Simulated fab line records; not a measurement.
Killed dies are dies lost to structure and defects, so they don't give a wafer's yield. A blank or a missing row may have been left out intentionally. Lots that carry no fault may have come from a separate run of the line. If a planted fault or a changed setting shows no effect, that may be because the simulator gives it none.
A lot that was struck, set against a sound lot -- flow nandHarc -- 14 out of 1159 route steps
Sound: wafers L729.2, L729.3, L729.5. Wafers struck: L724.1, L724.4, L724.5. The cause comes at the end.
Per side, at each step with rows, come the tool, then ch with its chambers, and then its first start. Under that, the readings that differ: sound wafers -- struck wafers -- difference of the means -- sigmas: that difference in standard deviations of wafers without a fault.
alike: a reading whose means differ by less than 2 such deviations, as well as words and numbers matching on both sides. not compared: withheld readings; readings where some wafer has no value; bounds like >300 that might hide an equal value; numbers whose values overlap and for which the record gives no deviation.
The two part at a step that has a row with sigmas, a row that says differs or no value, or rows on one side only. When numbers do not overlap yet have no deviation, they are printed without sigmas and do not part them. A reading missing from all wafers of one side parts the sides only when that side holds two or more wafers.

NHARC_THIN_TSV_CMP_21: polishes, t overpolish 30 s, target thk 2000 nm.
  sound on cmp-03 ch 1,2, day 23 12:12; struck on cmp-03 ch 1,2,3, day 22 00:53
  alike: motorCurrentA, overpolishRunS
following that, these wafers have no rows for 1 step: NHARC_THIN_TSV_SRD_23.
NHARC_THIN_TSV_DEGAS_53: time 60 s.
  sound: pvdSputter-02 at day 23 12:40; struck: pvdSputter-02 at day 22 01:19
  alike: heaterPowerW
NHARC_THIN_TSV_PRE_CLEAN_54: time 30 s.
  sound: pvdSputter-02 at day 23 12:44; struck: pvdSputter-02 at day 22 01:22
  alike: heaterPowerW
then, 7 steps without rows for these wafers: NHARC_THIN_TSV_PVD_55 (deposits TiN, target thk 50 nm); NHARC_THIN_TSV_PVD_24 (deposits Al, target thk 800 nm); NHARC_THIN_TSV_DEHYDRATE_25 (time 120 s); NHARC_THIN_TSV_HMDS_26 (time 30 s); NHARC_THIN_TSV_COAT_27; NHARC_THIN_TSV_SOFTBAKE_28 (time 95 s); NHARC_THIN_TSV_EBR_29.
NHARC_THIN_TSV_EXPOSE_30: exposes mask PAD.
  sound on krfScanner-02 ch 0, day 23 13:39; struck on krfScanner-03 ch 0, day 22 02:18
reading,sound,struck,difference,sigmas
exposureDoseMJCm2,11.476 11.480 11.480,11.749 11.751 11.739,+0.268,+22
  alike: mask
then, 1 step without rows for these wafers: NHARC_THIN_TSV_PEB_31 (peb time 85 s).
NHARC_END_SORT_01:
  sound on prober-02 ch 0, day 23 22:08; struck on prober-02 ch 0, day 22 11:43
reading,sound,struck,difference,sigmas
defectLimitedYield (%),94.2 95.6 95.7,97.3 98.7 97.6,+2.7,+2
killedAtArray,36 28 29,15 7 11,-20,-2
killedDies,39 30 29,18 9 16,-18,-2
sort_bin_4_pct (%),4.0 3.0 2.5,1.5 1.0 1.8,-1.7,-2
sortNPass,638 647 648,659 668 661,+18,+2
sortYieldPct (%),94.2 95.6 95.7,97.3 98.7 97.6,+2.7,+2
  alike: killedAtOther, killedAtPeriphery, killedOpen, killedShort, sort_bin_2_pct, sort_bin_3_pct, sortRimYieldPct

## WHERE THEY PART
Earliest at NHARC_THIN_TSV_EXPOSE_30; latest, in this record, at NHARC_END_SORT_01.

WHY: whatever the simulator had introduced
Drift in process parameters on krfScanner-03 at NHARC_THIN_TSV_EXPOSE_30, starting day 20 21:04. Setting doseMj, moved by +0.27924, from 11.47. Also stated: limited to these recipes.
